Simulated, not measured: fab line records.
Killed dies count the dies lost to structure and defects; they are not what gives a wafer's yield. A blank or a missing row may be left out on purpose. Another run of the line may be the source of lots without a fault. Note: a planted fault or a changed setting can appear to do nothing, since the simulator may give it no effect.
Chamber matching || flow nand_harc || rie_diel-11 running NHARC_A_STAIRCASE_DESCUM_252: 4 sister chambers
The step chemistry O2, time 3 s. 16 wafers are shown with their chamber, then 8 later ones without.

== WAFERS, EACH WITH ITS CHAMBER ==
{"wafer": "L081.1", "chamber": 3, "drypump_motor_current_A (A)": 6.6, "showerhead_plenum_p_Torr (Torr)": 1.80, "oes_product_au (a.u.)": 0.986}
{"wafer": "L081.2", "chamber": 2, "drypump_motor_current_A (A)": 6.1, "showerhead_plenum_p_Torr (Torr)": 2.07, "oes_product_au (a.u.)": 0.956}
{"wafer": "L081.4", "chamber": 1, "drypump_motor_current_A (A)": 5.7, "showerhead_plenum_p_Torr (Torr)": 2.05, "oes_product_au (a.u.)": 1.012}
{"wafer": "L084.1", "chamber": 0, "drypump_motor_current_A (A)": 5.8, "showerhead_plenum_p_Torr (Torr)": 1.82, "oes_product_au (a.u.)": 1.001}
{"wafer": "L084.2", "chamber": 2, "drypump_motor_current_A (A)": 6.1, "showerhead_plenum_p_Torr (Torr)": 2.06, "oes_product_au (a.u.)": 0.985}
{"wafer": "L084.6", "chamber": 0, "drypump_motor_current_A (A)": 5.8, "showerhead_plenum_p_Torr (Torr)": 1.82, "oes_product_au (a.u.)": 1.001}
{"wafer": "L086.1", "chamber": 0, "drypump_motor_current_A (A)": 5.8, "showerhead_plenum_p_Torr (Torr)": 1.81, "oes_product_au (a.u.)": 1.005}
{"wafer": "L086.4", "chamber": 2, "drypump_motor_current_A (A)": 6.1, "showerhead_plenum_p_Torr (Torr)": 2.06, "oes_product_au (a.u.)": 0.974}
{"wafer": "L086.6", "chamber": 1, "drypump_motor_current_A (A)": 5.6, "showerhead_plenum_p_Torr (Torr)": 2.04, "oes_product_au (a.u.)": 1.019}
{"wafer": "L088.2", "chamber": 2, "drypump_motor_current_A (A)": 6.1, "showerhead_plenum_p_Torr (Torr)": 2.06, "oes_product_au (a.u.)": 0.991}
{"wafer": "L088.3", "chamber": 1, "drypump_motor_current_A (A)": 5.7, "showerhead_plenum_p_Torr (Torr)": 2.04, "oes_product_au (a.u.)": 1.011}
{"wafer": "L088.6", "chamber": 2, "drypump_motor_current_A (A)": 6.1, "showerhead_plenum_p_Torr (Torr)": 2.06, "oes_product_au (a.u.)": 1.007}
{"wafer": "L093.1", "chamber": 1, "drypump_motor_current_A (A)": 5.7, "showerhead_plenum_p_Torr (Torr)": 2.04, "oes_product_au (a.u.)": 1.018}
{"wafer": "L093.2", "chamber": 2, "drypump_motor_current_A (A)": 6.1, "showerhead_plenum_p_Torr (Torr)": 2.06, "oes_product_au (a.u.)": 0.987}
{"wafer": "L093.6", "chamber": 2, "drypump_motor_current_A (A)": 6.1, "showerhead_plenum_p_Torr (Torr)": 2.06, "oes_product_au (a.u.)": 0.986}
{"wafer": "L096.2", "chamber": 3, "drypump_motor_current_A (A)": 6.6, "showerhead_plenum_p_Torr (Torr)": 1.79, "oes_product_au (a.u.)": 1.017}

SIGNATURES (averages over the wafers above)
{"reading": "drypump_motor_current_A", "chamber 0": 5.800, "chamber 1": 5.675, "chamber 2": 6.100, "chamber 3": 6.600, "scatter within a chamber": 0.025}
{"reading": "showerhead_plenum_p_Torr", "chamber 0": 1.8167, "chamber 1": 2.0425, "chamber 2": 2.0614, "chamber 3": 1.7950, "scatter within a chamber": 0.00481}
{"reading": "oes_product_au", "chamber 0": 1.00233, "chamber 1": 1.01500, "chamber 2": 0.98371, "chamber 3": 1.00150, "scatter within a chamber": 0.013}
Rule: distance of a wafer from a chamber = root of the sum over the readings of ((wafer's reading minus chamber's mean) / reading's scatter) squared. If the next closest chamber is less than 2 further off than the closest, the wafer can't be placed; otherwise it belongs to the closest. The scatter: the root of (the sum of the squares of (reading less its chamber's mean) over the shown wafers, divided by (wafers less chambers)).

== WAFERS WITH NO CHAMBER GIVEN ==
{"wafer": "L096.4", "drypump_motor_current_A (A)": 5.8, "showerhead_plenum_p_Torr (Torr)": 1.81, "oes_product_au (a.u.)": 0.990}
{"wafer": "L096.5", "drypump_motor_current_A (A)": 6.6, "showerhead_plenum_p_Torr (Torr)": 1.79, "oes_product_au (a.u.)": 1.010}
{"wafer": "L094.1", "drypump_motor_current_A (A)": 5.7, "showerhead_plenum_p_Torr (Torr)": 2.04, "oes_product_au (a.u.)": 1.028}
{"wafer": "L094.4", "drypump_motor_current_A (A)": 5.8, "showerhead_plenum_p_Torr (Torr)": 1.81, "oes_product_au (a.u.)": 0.988}
{"wafer": "L094.6", "drypump_motor_current_A (A)": 5.7, "showerhead_plenum_p_Torr (Torr)": 1.81, "oes_product_au (a.u.)": 0.981}
{"wafer": "L097.2", "drypump_motor_current_A (A)": 6.7, "showerhead_plenum_p_Torr (Torr)": 1.79, "oes_product_au (a.u.)": 0.999}
{"wafer": "L097.4", "drypump_motor_current_A (A)": 5.6, "showerhead_plenum_p_Torr (Torr)": 2.04, "oes_product_au (a.u.)": 1.022}
{"wafer": "L097.6", "drypump_motor_current_A (A)": 6.6, "showerhead_plenum_p_Torr (Torr)": 1.79, "oes_product_au (a.u.)": 1.000}

== THE CHAMBER EACH PASSED THROUGH ==
{"wafer": "L096.4", "from the rows above": 0, "in truth": 0}
{"wafer": "L096.5", "from the rows above": 3, "in truth": 3}
{"wafer": "L094.1", "from the rows above": 1, "in truth": 1}
{"wafer": "L094.4", "from the rows above": 0, "in truth": 0}
{"wafer": "L094.6", "from the rows above": 0, "in truth": 0}
{"wafer": "L097.2", "from the rows above": 3, "in truth": 3}
{"wafer": "L097.4", "from the rows above": 1, "in truth": 1}
{"wafer": "L097.6", "from the rows above": 3, "in truth": 3}
Placed correctly: 8 of 8. Left unplaced by these rows: 0. Number placed wrongly: 0.
